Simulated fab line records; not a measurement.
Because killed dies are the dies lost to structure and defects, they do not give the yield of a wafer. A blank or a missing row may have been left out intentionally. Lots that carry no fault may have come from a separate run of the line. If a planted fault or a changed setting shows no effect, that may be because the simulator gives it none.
Matching of chambers	flow n5Finfet	N5_BEOL_M0_SAQP_PECVD_03 on pecvd-03 has 3 sister chambers
The step deposits SiCN from 3MS/NH3, target thk 12 nm, time 21.1 s. 18 wafers are shown with their chamber, then 9 later ones without.

WAFERS PAIRED WITH THEIR CHAMBERS
wafer	chamber	throttleValvePct (%)	showerheadPlenumPTorr (Torr)
L075.2	2	8.5	3.670
L075.5	0	9.2	3.683
L075.6	2	8.6	3.667
L079.1	1	9.5	3.680
L079.2	0	9.3	3.679
L079.3	2	8.6	3.662
L079.4	0	9.1	3.685
L079.5	2	8.9	3.673
L079.6	1	9.2	3.675
L080.2	0	9.6	3.683
L080.3	1	9.5	3.665
L080.6	2	8.8	3.670
L081.1	1	9.1	3.674
L081.4	1	9.4	3.674
L081.5	2	8.8	3.664
L082.2	1	9.5	3.663
L082.4	2	8.6	3.673
L082.5	1	9.2	3.680

SIGNATURES (averages over the wafers above)
reading	chamber 0	chamber 1	chamber 2	scatter within a chamber
throttleValvePct	9.300	9.343	8.686	0.172
showerheadPlenumPTorr	3.68250	3.67300	3.66843	0.00514
Rule: for a wafer and a chamber, the distance is found by dividing, reading by reading, the gap between the wafer's reading and the chamber's mean by the reading's scatter, squaring, summing and taking the root. The wafer belongs to the nearest chamber; if the next one is less than 2 further off, it can't be placed. The scatter: the root of (the sum of the squares of (reading less its chamber's mean) over the shown wafers, divided by (wafers less chambers)).

WAFERS WITH NO CHAMBER GIVEN
wafer	throttleValvePct (%)	showerheadPlenumPTorr (Torr)
L084.1	8.9	3.673
L084.2	9.3	3.674
L084.4	9.2	3.678
L085.2	9.4	3.679
L085.3	9.3	3.688
L085.6	8.8	3.667
L094.2	8.8	3.677
L094.3	9.5	3.679
L094.5	9.4	3.677

EACH ONE'S CHAMBER
wafer	from the rows above	in truth
L084.1	can't be placed: 2 or 1 or 0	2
L084.2	can't be placed: 1 or 0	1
L084.4	can't be placed: 0 or 1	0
L085.2	can't be placed: 0 or 1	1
L085.3	can't be placed: 0 or 1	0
L085.6	2	2
L094.2	can't be placed: 2 or 0 or 1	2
L094.3	can't be placed: 0 or 1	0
L094.5	can't be placed: 1 or 0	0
1 of 9 placed correctly. Can't be placed from these rows: 8 (the true chamber is among the candidates in 8). Placed wrongly: 0.
